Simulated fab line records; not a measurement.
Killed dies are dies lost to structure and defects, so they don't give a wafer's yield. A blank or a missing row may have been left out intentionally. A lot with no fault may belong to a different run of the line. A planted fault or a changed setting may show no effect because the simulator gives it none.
Chamber matching	flow nand_harc	4 sister chambers for NHARC_A_STAIRCASE_ALD_420 on ald_hk-03
The step deposits SiO2, target thk 20 nm, pulse time 6 s, ald cycles 200. 8 wafers are shown with their chamber, then 7 later ones without.

WAFERS, EACH WITH ITS CHAMBER
wafer	chamber	heater_power_outer_w (W)	heater_power_w (W)
L841.5	3	293	505
L845.2	2	281	517
L845.3	3	288	497
L854.4	0	263	507
L854.5	0	270	488
L854.6	1	263	462
L855.1	1	266	469
L855.2	2	281	493

WAFERS MISSING THEIR CHAMBER
wafer	heater_power_outer_w (W)	heater_power_w (W)
L855.3	285	505
L863.1	275	471
L863.2	279	480
L863.4	267	490
L862.2	264	477
L862.3	291	494
L862.6	286	518

CHAMBER TAKEN BY EACH
wafer	from the rows above	in truth
L855.3	can't be placed: 2 or 3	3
L863.1	can't be placed: 1 or 2 or 0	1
L863.2	can't be placed: 2 or 3 or 0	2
L863.4	can't be placed: 0 or 1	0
L862.2	can't be placed: 1 or 0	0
L862.3	3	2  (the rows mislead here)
L862.6	can't be placed: 2 or 3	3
Placed correctly: 0 of 7. Unplaceable from these rows: 6, with the true chamber sitting among the candidates in 6. 1 placed wrongly.
How it was worked out, from the rows above alone: a wafer's distance from a chamber is the root of the sum, over the readings, of the square of ((its reading less the chamber's mean) divided by the reading's scatter). The wafer belongs to the nearest chamber; if the next one is less than 2 further off, it can't be placed. For every chamber, the mean is computed from those of its wafers that are shown. The scatter is the square root of a quotient: the sum, over the shown wafers, of each reading's squared deviation from its chamber's mean, divided by wafers minus chambers.
